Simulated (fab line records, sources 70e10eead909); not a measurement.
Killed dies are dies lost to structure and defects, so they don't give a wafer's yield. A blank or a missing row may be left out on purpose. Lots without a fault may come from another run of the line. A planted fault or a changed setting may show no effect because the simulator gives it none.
Chamber matching | flow nand_harc | NHARC_A_BONDPAD_CMP_29 on cmp-04: 4 sister chambers
The step polishes SiCN, target thk 200 nm. 8 wafers are shown with their chamber, then 7 later ones without.

WAFERS WITH THEIR CHAMBER
wafer  | chamber | motor_current_A (A) | slurry_flow_ml_min
L583.5 | 0       | 11.6                | 149.8
L584.1 | 0       | 11.9                | 150.0
L584.3 | 1       | 14.3                | 149.8
L588.1 | 3       | 12.3                | 150.4
L588.5 | 2       | 13.5                | 149.6
L588.6 | 1       | 13.6                | 149.9
L594.1 | 3       | 11.7                | 150.0
L594.2 | 2       | 13.0                | 150.5

WAFERS WITHOUT THEIR CHAMBER
wafer  | motor_current_A (A) | slurry_flow_ml_min
L594.4 | 14.3                | 150.3
L605.1 | 14.3                | 149.6
L605.4 | 13.1                | 149.6
L605.6 | 11.1                | 150.6
L604.1 | 10.7                | 151.0
L604.2 | 11.6                | 149.3
L604.4 | 12.9                | 149.8

WHICH CHAMBER EACH WENT THROUGH
wafer  | from the rows above               | in truth
L594.4 | can't be placed: 1 or 2           | 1
L605.1 | can't be placed: 1 or 2           | 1
L605.4 | can't be placed: 2 or 1 or 3      | 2
L605.6 | can't be placed: 0 or 3           | 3
L604.1 | can't be placed: 3 or 0           | 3
L604.2 | can't be placed: 0 or 3           | 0
L604.4 | can't be placed: 2 or 3 or 1 or 0 | 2
Placed correctly: 0 of 7. Can't be placed from these rows: 7 (the true chamber is among the candidates in 7). Placed wrongly: 0.
How it was worked out, from the rows above alone: a wafer's distance from a chamber is the root of the sum, over the readings, of the square of ((its reading less the chamber's mean) divided by the reading's scatter). The wafer belongs to the nearest chamber; if the next one is less than 2 further off, it can't be placed. A chamber's mean is the mean of its shown wafers. The scatter: the root of (the sum of the squares of (reading less its chamber's mean) over the shown wafers, divided by (wafers less chambers)).
